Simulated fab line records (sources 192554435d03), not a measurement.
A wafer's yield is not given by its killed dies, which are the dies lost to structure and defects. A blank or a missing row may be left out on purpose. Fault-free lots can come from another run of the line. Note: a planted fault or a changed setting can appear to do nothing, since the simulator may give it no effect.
Matching of chambers -- flow n5-finfet -- N5_BEOL_M2_DESCUM_33 on rie-diel-05 has 4 sister chambers
The step chemistry O2, time 7 s. 18 wafers are shown with their chamber, then 9 later ones without.

== WAFERS WITH THEIR CHAMBER ==
wafer,chamber,drypump-motor-current-A (A),throttle-valve-pct (%),showerhead-plenum-p-Torr (Torr)
L075.3,2,5.7,20.65,2.07
L075.4,0,4.7,20.14,2.14
L075.6,0,4.7,20.12,2.14
L078.1,0,4.7,20.14,2.14
L078.3,1,5.6,20.69,2.05
L078.5,1,5.6,20.68,2.05
L080.3,0,4.7,20.16,2.14
L080.5,1,5.6,20.69,2.05
L080.6,0,4.7,20.15,2.14
L083.1,1,5.6,20.70,2.05
L083.2,3,6.3,20.05,2.07
L083.3,0,4.8,20.17,2.14
L084.2,2,5.7,20.69,2.06
L084.4,1,5.6,20.71,2.04
L084.5,0,4.7,20.16,2.13
L085.1,1,5.6,20.72,2.04
L085.3,0,4.7,20.17,2.13
L085.6,1,5.6,20.73,2.04

SIGNATURES (means of the wafers above)
reading,chamber 0,chamber 1,chamber 2,chamber 3,scatter within a chamber
drypump-motor-current-A,4.713,5.600,5.700,6.300,0.025
throttle-valve-pct,20.1513,20.7029,20.6700,20.0500,0.0186
showerhead-plenum-p-Torr,2.1375,2.0457,2.0650,2.0700,0.00515
Rule: a wafer's distance from a chamber is the root of the sum, over the readings, of the square of ((its reading less the chamber's mean) divided by the reading's scatter). If the next closest chamber is less than 2 further off than the closest, the wafer can't be placed; otherwise it belongs to the closest. The scatter: the root of (the sum of the squares of (reading less its chamber's mean) over the shown wafers, divided by (wafers less chambers)).

== WAFERS WITHOUT THEIR CHAMBER ==
wafer,drypump-motor-current-A (A),throttle-valve-pct (%),showerhead-plenum-p-Torr (Torr)
L087.1,6.3,20.05,2.07
L087.2,4.7,20.18,2.13
L087.5,6.3,20.06,2.07
L088.3,4.7,20.19,2.13
L088.4,6.3,20.05,2.07
L088.5,6.3,20.04,2.07
L092.1,5.7,20.69,2.06
L092.2,6.3,20.07,2.07
L092.5,5.5,20.73,2.04

== CHAMBER TAKEN BY EACH ==
wafer,from the rows above,in truth
L087.1,3,3
L087.2,0,0
L087.5,3,3
L088.3,0,0
L088.4,3,3
L088.5,3,3
L092.1,2,2
L092.2,3,3
L092.5,1,1
Correct placement for 9 of the 9. Can't be placed from these rows: 0. Wrongly placed: 0.
